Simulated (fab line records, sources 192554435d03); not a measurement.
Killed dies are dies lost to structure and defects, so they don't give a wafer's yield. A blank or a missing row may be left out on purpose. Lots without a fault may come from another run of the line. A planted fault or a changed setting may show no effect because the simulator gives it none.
Problem report in the 8D (eight disciplines) form, filled by code | flow n5_finfet | the parts of the form that need people (team, actions taken, sign-off) are left out

1. THE PROBLEM
run_length_s at N5_BEOL_M4_COAT_61 reads a mean of 76.47 s on 4 wafers of 3 lots; wafers without a fault read 66.22 s with a standard deviation of 0.15. That is +68 standard deviations from the usual mean.
The step: time 60 s, resist thk 60 nm.
First seen on wafer L528.5, day 10 00:07, on litho_track-01. The record holds 32 wafers of 12 lots with a number at this step. Rule for "out", or "out of limits": more than 4 standard deviations from the usual mean. The other wafers with a number count as sound.

2. WHAT IT IS AND WHAT IT IS NOT
question                    | is                             | is not
which readings at this step | run_length_s                   | -
which lots                  | L527, L528, L532               | L519, L520, L522, L523, L535, L538, L540, L541, L542
which wafers of those lots  | L527.2, L527.5, L528.5, L532.5 | L528.4, L532.1
read on which tools         | litho_track-01                 | litho_track-02, litho_track-04
when                        | from day 10 00:07              | up to then (12 sound wafers); but 16 sound wafers of L532, L535, L538, L540, L541, L542 came after

3. SUSPECTS, AND WHAT RULES EACH OUT
Counting: a tool at a process step up to the reading stays a suspect if it ran every lot that is out. Sound lots after the first of them don't rule it out here, since some wafers of a struck lot are sound.
- pvd_sputter-01 at N5_BEOL_M3_ANNEAL_82 (time 240 s): kept. It ran every lot that is out, first L528 (day 9 20:37); its last sound lot up to then is L523 (day 8 20:04).
- pvd_sputter-01 at N5_BEOL_M3_SPUTTER_86 (material Cu, target thk 4.5 nm, time 8.29 s): kept. It ran every lot that is out, first L528 (day 9 20:46); its last sound lot up to then is L523 (day 8 20:13).
- litho_track-01 at N5_BEOL_M4_COAT_61 (time 60 s, resist thk 60 nm): kept. It ran every lot that is out, first L528 (day 10 00:07); its last sound lot up to then is L523 (day 8 23:26). Its own readings are out on those wafers: run_length_s.
Left after counting: pvd_sputter-01 at N5_BEOL_M3_ANNEAL_82, pvd_sputter-01 at N5_BEOL_M3_SPUTTER_86, litho_track-01 at N5_BEOL_M4_COAT_61.

4. THE CAUSE (what the simulator had put in)
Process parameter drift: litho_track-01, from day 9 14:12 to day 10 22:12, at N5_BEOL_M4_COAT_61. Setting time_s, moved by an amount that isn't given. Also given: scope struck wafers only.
Counting left 3 suspects, and this tool is among them.

5. THE CHAIN OF EFFECTS, in route order
Each row: a reading whose mean over the struck wafers that have a number lies more than 3 standard deviations from the usual. Only readings for which the record gives a usual standard deviation are gone through. hours: the time from each lot's start at the first step in this table that gives one to its start at this step, as a median over the lots. sigmas: the change in usual standard deviations.
hours | step               | reading      | usual   | on struck wafers | change | sigmas
0     | N5_BEOL_M4_COAT_61 | run_length_s | 66.22 s | 76.47            | +10.25 | +68
The process steps in it:
- N5_BEOL_M4_COAT_61: time 60 s, resist thk 60 nm.
Later measuring or inspecting steps at which every struck wafer that the step has a row for has a number for every such reading, and none has moved that far: N5_BEOL_M4_RC_MEAS_101.

6. WHAT WOULD HAVE CAUGHT IT SOONER
In this record the first reading out of limits was taken at day 10 00:07, 10 hours after the fault began at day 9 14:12.
